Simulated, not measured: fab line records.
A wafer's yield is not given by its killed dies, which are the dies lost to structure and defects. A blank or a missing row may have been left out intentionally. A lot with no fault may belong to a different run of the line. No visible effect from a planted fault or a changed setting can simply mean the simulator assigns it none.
2 desks looking at one fault | flow n5_finfet | every desk sees just its own numbers, and what lay behind them comes last

== DESK OF THE TOOL OWNER: rie_diel-06 ==
The tool's own readings at N5_BEOL_M10_TRENCH_ETCH_37 (etches SiCOH lowk in C4F6/O2, target depth 148.83 nm, time 48 s): means of the sampled wafers that have a number, for each lot that ran on this tool. The brackets show how far a lot's mean lies from the usual mean; more than 4 standard deviations puts the lot out of limits, marked OUT. Of its 8 readings 7 are shown: the one that was out of limits first, and those that lie furthest out on some lot.
Columns: A = drypump_motor_current_A at N5_BEOL_M10_TRENCH_ETCH_37, usual 5.6 A; B = oes_ar_750_au at N5_BEOL_M10_TRENCH_ETCH_37, usual 0.78 a.u.; C = oes_f_703_au at N5_BEOL_M10_TRENCH_ETCH_37, usual 0.78 a.u.; D = rf_fwd_power_W at N5_BEOL_M10_TRENCH_ETCH_37, usual 342.0 W; E = rf_vpp_V at N5_BEOL_M10_TRENCH_ETCH_37, usual 657 V; F = showerhead_plenum_p_Torr at N5_BEOL_M10_TRENCH_ETCH_37, usual 2.85 Torr; G = throttle_valve_pct at N5_BEOL_M10_TRENCH_ETCH_37, usual 20.98 %
lot  | first seen here | A   | B    | C    | D               | E   | F    | G
L677 | day 15 03:23    | 5.7 | 0.84 | 0.94 | 411.6 (+50) OUT | 616 | 2.88 | 20.87
L684 | day 17 14:53    | 5.8 | 0.80 | 0.81 | 343.0           | 669 | 2.84 | 20.72
This desk finds L677 out of limits, L677 being first, at day 15 03:23 (rf_fwd_power_W at N5_BEOL_M10_TRENCH_ETCH_37). L684 stayed within limits.

== THE METROLOGY DESK ==
Means of the sampled wafers that have a number, per lot and without regard to the tool the lot ran on: this is what the gauges read. The brackets show how far a lot's mean lies from the usual mean; more than 4 standard deviations puts the lot out of limits, marked OUT. Only the readings that lie furthest out on some lot appear, 7 of the 27 it has.
Columns: A = trench_depth_nm at N5_BEOL_M10_OCD_MEAS_38, usual 147 nm; B = M10_THK at N5_BEOL_M10_THK_MEAS_53, usual 140 nm; C = M10_RS at N5_BEOL_M10_RS_MEAS_57, usual 0.152 ohm/sq; D = COMB_M5 at N5_BEOL_M15_RC_MEAS_101, usual 3.6e-11 S/m; E = COMB_M8 at N5_BEOL_M15_RC_MEAS_101, usual 2.5e-11 S/m; F = SERP_M10 at N5_BEOL_M15_RC_MEAS_101, usual 3.10 ohm/um; G = SERP_M10_max_site at N5_BEOL_M15_RC_MEAS_101, usual 3.19 ohm/um
lot  | first seen here | A   | B   | C     | D       | E       | F    | G
L677 | day 15 03:34    | 159 | 151 | 0.140 | 3.2e-11 | 2.1e-11 | 2.89 | 2.97
L679 | day 16 06:18    | 146 | 138 | 0.153 | 5.3e-11 | 2.3e-11 | 3.14 | 3.21
L684 | day 17 15:04    | 152 | 143 | 0.147 | 2.9e-11 | 3.4e-11 | 3.01 | 3.08
This desk's verdict: no lot among the 3 shows anything out of limits.

== BROUGHT TOGETHER ==
On L677, at day 15 03:23, an alarm was possible from the tool owner's desk.
Metrology desk: nothing out of limits seen.
The metrology desk has L677 on record, within its limits.
Every lot named ran N5_BEOL_M10_TRENCH_ETCH_37 on rie_diel-06.

== WHAT WAS PUT IN BY THE SIMULATOR ==
rie_diel-06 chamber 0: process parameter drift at N5_BEOL_M10_TRENCH_ETCH_37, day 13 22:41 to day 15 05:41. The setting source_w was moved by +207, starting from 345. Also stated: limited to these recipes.
Lots struck among those shown: L677.
Time in hours from fault onset to the first out-of-limits reading at each desk: the tool owner's desk, 29.
